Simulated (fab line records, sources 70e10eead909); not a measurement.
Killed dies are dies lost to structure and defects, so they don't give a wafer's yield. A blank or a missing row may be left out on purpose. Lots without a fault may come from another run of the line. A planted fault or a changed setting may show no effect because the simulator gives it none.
Chamber matching | flow nand_harc | NHARC_P_M0_CMP_23 on cmp-04: 4 sister chambers
The step polishes, t overpolish 20 s, target thk 117.54 nm. 18 wafers are shown with their chamber, then 9 later ones without.

WAFERS WITH THEIR CHAMBER
wafer  | chamber | motor_current_A (A) | time_to_endpoint_s (s)
L075.1 | 0       | 11.4                | 25.9
L075.5 | 1       | 11.5                | 27.1
L075.6 | 2       | 11.6                | 26.3
L076.1 | 1       | 11.6                | 27.2
L076.2 | 3       | 11.6                | 28.0
L076.3 | 2       | 11.9                | 26.1
L078.1 | 3       | 11.3                | 28.2
L078.2 | 2       | 11.4                | 27.7
L078.6 | 3       | 12.3                | 28.5
L081.1 | 3       | 11.1                | 31.1
L081.5 | 3       | 11.6                | 32.6
L081.6 | 0       | 11.8                | 30.8
L082.1 | 1       | 12.2                | 29.6
L082.4 | 2       | 12.1                | 31.0
L082.5 | 0       | 11.3                | 30.6
L083.2 | 1       | 12.2                | 28.6
L083.3 | 3       | 11.7                | 26.6
L083.4 | 0       | 11.5                | 25.0

SIGNATURES (means of the wafers above)
reading            | chamber 0 | chamber 1 | chamber 2 | chamber 3 | scatter within a chamber
motor_current_A    | 11.500    | 11.875    | 11.750    | 11.600    | 0.348
time_to_endpoint_s | 28.075    | 28.125    | 27.775    | 29.167    | 2.28
Rule: a wafer's distance from a chamber is the root of the sum, over the readings, of the square of ((its reading less the chamber's mean) divided by the reading's scatter). The wafer belongs to the nearest chamber; if the next one is less than 2 further off, it can't be placed. The scatter: the root of (the sum of the squares of (reading less its chamber's mean) over the shown wafers, divided by (wafers less chambers)).

WAFERS WITHOUT THEIR CHAMBER
wafer  | motor_current_A (A) | time_to_endpoint_s (s)
L090.2 | 11.9                | 31.1
L090.3 | 11.5                | 28.9
L090.6 | 12.1                | 30.8
L093.2 | 11.9                | 30.4
L093.4 | 12.4                | 28.0
L093.6 | 12.4                | 28.3
L095.1 | 12.4                | 29.0
L095.4 | 11.2                | 30.5
L095.6 | 11.6                | 30.0

WHICH CHAMBER EACH WENT THROUGH
wafer  | from the rows above               | in truth
L090.2 | can't be placed: 3 or 1 or 2 or 0 | 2
L090.3 | can't be placed: 3 or 0 or 2 or 1 | 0
L090.6 | can't be placed: 1 or 3 or 2 or 0 | 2
L093.2 | can't be placed: 1 or 3 or 2 or 0 | 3
L093.4 | can't be placed: 1 or 2 or 3 or 0 | 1
L093.6 | can't be placed: 1 or 2 or 3 or 0 | 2
L095.1 | can't be placed: 1 or 2 or 3 or 0 | 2
L095.4 | can't be placed: 3 or 0 or 2 or 1 | 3
L095.6 | can't be placed: 3 or 0 or 2 or 1 | 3
Placed correctly: 0 of 9. Can't be placed from these rows: 9 (the true chamber is among the candidates in 9). Placed wrongly: 0.
